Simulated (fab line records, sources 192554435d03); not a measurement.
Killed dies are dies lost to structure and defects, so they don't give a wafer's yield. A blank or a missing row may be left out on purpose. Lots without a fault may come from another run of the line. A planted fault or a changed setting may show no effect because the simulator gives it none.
Chamber matching | flow n5_finfet | N5_SD_EPI_N_ETCH_16 on rie_diel-04: 4 sister chambers
The step etches SiO2 in CHF3/O2, target depth 5 nm. 4 wafers are shown with their chamber, then 11 later ones without.

WAFERS WITH THEIR CHAMBER
wafer  | chamber | rf_vpp_V (V)
L084.4 | 2       | 542
L085.1 | 3       | 497
L085.2 | 0       | 528
L087.2 | 1       | 547

WAFERS WITHOUT THEIR CHAMBER
wafer  | rf_vpp_V (V)
L087.3 | 497
L087.5 | 543
L094.2 | 541
L094.3 | 497
L094.4 | 529
L095.2 | 541
L095.3 | 497
L095.5 | 543
L096.2 | 529
L096.3 | 548
L096.4 | 541

WHICH CHAMBER EACH WENT THROUGH
wafer  | from the rows above | in truth
L087.3 | 3                   | 3
L087.5 | 2                   | 2
L094.2 | 2                   | 2
L094.3 | 3                   | 3
L094.4 | 0                   | 0
L095.2 | 2                   | 2
L095.3 | 3                   | 3
L095.5 | 2                   | 2
L096.2 | 0                   | 0
L096.3 | 1                   | 1
L096.4 | 2                   | 2
Placed correctly: 11 of 11. Can't be placed from these rows: 0. Placed wrongly: 0.
How it was worked out, from the rows above alone: a wafer's distance from a chamber is the root of the sum, over the readings, of the square of ((its reading less the chamber's mean) divided by the reading's scatter). The wafer belongs to the nearest chamber; if the next one is less than 2 further off, it can't be placed. A chamber's mean is the mean of its shown wafers. The scatter: with one shown wafer a chamber, the root of the mean of the squares of how far each hidden wafer lies from its nearest shown one.
